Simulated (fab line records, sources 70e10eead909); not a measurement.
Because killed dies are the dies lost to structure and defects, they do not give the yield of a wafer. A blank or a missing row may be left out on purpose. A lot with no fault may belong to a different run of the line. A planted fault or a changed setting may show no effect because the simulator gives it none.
Struck lot and sound lot, side by side	flow nand harc	30 out of 1302 route steps
Sound: the wafers L789.1, L789.5, L789.6. Struck: wafer L800.1. (L800.2, L800.3 of the same lot were not struck and are left out.) The cause comes at the end.
At each step with rows: each side's tool, then ch and its chambers, then its first start. Under that, the readings that differ: sound wafers	struck wafers	difference of the means	sigmas: that difference in standard deviations of wafers without a fault.
alike: same words and numbers on both sides, and readings whose means sit less than 2 such deviations apart. not compared: any withheld reading, any reading some wafer has no value for, any bound like >300 that may hide the same value, and any number with overlapping values for which the record gives no deviation.
Wherever a step has rows on one side only, a row that says differs or no value, or a row with sigmas, the two part there. When numbers do not overlap yet have no deviation, they are printed without sigmas and do not part them. A reading that every wafer of one side lacks parts them only if that side has two wafers or more.

NHARC_A_CONTACT_ETCH_139: etches the open film in C4F8/O2/Ar, time 195 s, target depth 840 nm.
  sound on har cap etch-03 ch 0,1, day 22 18:31; struck on har cap etch-01 ch 1, day 26 21:26
  not compared: rf hours counter h
then, 2 steps without rows for these wafers: NHARC_A_CONTACT_ETCH_92 (etches the open film in CH3F/O2, target depth 40 nm, time 85.7 s); NHARC_A_CONTACT_ETCH_98 (etches the open film in C4F6/O2, target depth 20 nm, time 10 s).
NHARC_A_CONTACT_CD_MEAS_15:
  sound: cd sem-02 at day 22 19:15; struck: cd sem-03 at day 26 22:13
  alike: cd nm
then, 3 steps without rows for these wafers: NHARC_A_CONTACT_STRIP_107 (strips in N2/H2); NHARC_A_CONTACT_STRIP_108 (strips in CF4/CHF3); NHARC_A_CONTACT_STRIP_109 (strips in O2/COS).
NHARC_A_CONTACT_ETCH_110: etches the open film in CF4/O2, target depth 60 nm, overetch 6 nm, time 33 s.
  sound on rie diel-09 ch 1,2,3, day 22 19:33; struck on rie diel-09 ch 0, day 26 22:30
reading	sound	struck	difference	sigmas
throttle valve pct (%)	13.401 13.388 13.388	13.413	+0.021	+2
  alike: drypump motor current A, oes_f_703_au, oes product au, rf vpp V, showerhead plenum p Torr
  not compared: rf hours counter h
then, 2 steps without rows for these wafers: NHARC_A_CONTACT_STRIP_26 (strips in O2); NHARC_A_CONTACT_STRIP_27 (strips in post etch residue remover, time 600 s).
NHARC_A_CONTACT_ALD_18: deposits TiN, target thk 3 nm, pulse time 1 s, ald cycles 150.
  sound on ald metal-02 ch 1,2,3, day 22 20:13; struck on ald metal-02 ch 1, day 26 23:09
  alike: heater power w, precursor pulse height rel
NHARC_A_CONTACT_CVD_19: deposits W, target thk 300 nm, time 802 s.
  sound on cvd w-01 ch 0,1; struck on cvd w-01 ch 0
  alike: heater power w, throttle valve pct
NHARC_A_CONTACT_CMP_20: polishes, t overpolish 30 s, target thk 300 nm.
  sound on cmp-02 ch 0,1,3, day 22 21:21; struck on cmp-03 ch 1, day 27 00:15
reading	sound	struck	difference	sigmas
time to endpoint s (s)	58 65 56	69	+9	+2
  alike: motor current A, overpolish run s, retaining ring pressure frac
following that, these wafers have no rows for 1 step: NHARC_A_CONTACT_SRD_22.
NHARC_A_CONTACT_INSPECT_23:
  sound: defect inspect-02 at day 22 21:40; struck: defect inspect-01 at day 27 00:39
  alike: raw defect count
then, 10 steps without rows for these wafers: NHARC_A_BLC_DEHYDRATE_00 (time 120 s); NHARC_A_BLC_HMDS_01 (time 30 s); NHARC_A_BLC_COAT_02 (time 75 s); NHARC_A_BLC_COAT_03 (time 65 s); NHARC_A_BLC_COAT_04 (resist thk 90 nm); NHARC_A_BLC_SOFTBAKE_05 (time 55 s); NHARC_A_BLC_EBR_06; NHARC_A_BLC_EXPOSE_07 (exposes mask A BLC, target cd 100 nm); NHARC_A_BLC_PEB_08 (peb time 65 s); NHARC_A_BLC_DEVELOP_09 (develop time 35 s).
NHARC_A_BLC_CD_MEAS_10: target cd 100 nm.
  sound on cd sem-02 ch 0, day 22 22:04; struck on cd sem-01 ch 0, day 27 01:10
  alike: cd nm
NHARC_A_BLC_OVL_MEAS_11:
  sound: overlay-01 at day 22 22:08; struck: overlay-01 at day 27 01:14
  alike: overlay x nm, overlay y nm
NHARC_A_BLC_INSPECT_12:
  sound: defect inspect-02 at day 22 22:11; struck: defect inspect-02 at day 27 01:17
reading	sound	struck	difference	sigmas
raw defect count	45 55 60	414	+361	+10
NHARC_A_BLC_DESCUM_15: chemistry O2, time 3 s.
  sound on rie diel-01 ch 1,2, day 22 22:14; struck on rie diel-01 ch 2, day 27 01:20
  alike: drypump motor current A, oes product au, rf vpp V, showerhead plenum p Torr, throttle valve pct
  not compared: rf hours counter h
NHARC_END_SORT_01:
  here the record holds rows for the struck wafers (prober-01 ch 0, day 29 00:26) but none for the sound ones

== WHERE THEY PART ==
Earliest at NHARC_A_CONTACT_ETCH_110; latest, in this record, at NHARC_END_SORT_01.

WHY: whatever the simulator had introduced
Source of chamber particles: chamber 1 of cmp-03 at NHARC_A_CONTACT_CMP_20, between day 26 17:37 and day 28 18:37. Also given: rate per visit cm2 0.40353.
